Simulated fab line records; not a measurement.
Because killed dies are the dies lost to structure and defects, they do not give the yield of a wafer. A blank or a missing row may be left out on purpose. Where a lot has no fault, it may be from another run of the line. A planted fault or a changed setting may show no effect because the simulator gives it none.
Chamber matching / flow n5_finfet / N5_BEOL_M10_CURE_72 on uv_cure-02 has 3 sister chambers
The step cures SiCOH lowk, time 120 s. 3 wafers are shown with their chamber, then 9 later ones without.

## WAFERS WITH THEIR CHAMBER
wafer=L079.6 chamber=0 wafer_temp_C_max=371.6
wafer=L080.4 chamber=1 wafer_temp_C_max=371.6
wafer=L086.5 chamber=2 wafer_temp_C_max=372.0

## WAFERS WHOSE CHAMBER IS MISSING
wafer=L087.2 wafer_temp_C_max=371.4
wafer=L087.3 wafer_temp_C_max=371.8
wafer=L087.4 wafer_temp_C_max=371.1
wafer=L095.1 wafer_temp_C_max=371.1
wafer=L095.2 wafer_temp_C_max=372.4
wafer=L095.3 wafer_temp_C_max=371.6
wafer=L094.2 wafer_temp_C_max=372.1
wafer=L094.4 wafer_temp_C_max=371.4
wafer=L094.5 wafer_temp_C_max=371.7

## WHICH CHAMBER EACH WENT THROUGH
wafer=L087.2; from the rows above=can't be placed: 0 or 1 or 2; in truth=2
wafer=L087.3; from the rows above=can't be placed: 0 or 1 or 2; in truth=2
wafer=L087.4; from the rows above=can't be placed: 0 or 1 or 2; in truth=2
wafer=L095.1; from the rows above=can't be placed: 0 or 1 or 2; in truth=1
wafer=L095.2; from the rows above=can't be placed: 2 or 0 or 1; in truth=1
wafer=L095.3; from the rows above=can't be placed: 0 or 1 or 2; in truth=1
wafer=L094.2; from the rows above=can't be placed: 2 or 0 or 1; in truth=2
wafer=L094.4; from the rows above=can't be placed: 0 or 1 or 2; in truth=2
wafer=L094.5; from the rows above=can't be placed: 0 or 1 or 2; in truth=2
Correctly placed: 0 of 9. Can't be placed from these rows: 9 (the true chamber is among the candidates in 9). Placed wrongly: 0.
How it was worked out, from the rows above alone: a wafer's distance from a chamber is the root of the sum, over the readings, of the square of ((its reading less the chamber's mean) divided by the reading's scatter). If the next closest chamber is less than 2 further off than the closest, the wafer can't be placed; otherwise it belongs to the closest. The mean given for a chamber averages the wafers shown for that chamber. The scatter (one wafer shown for each chamber): square how far every hidden wafer sits from the nearest shown wafer, average those squares and take the square root.
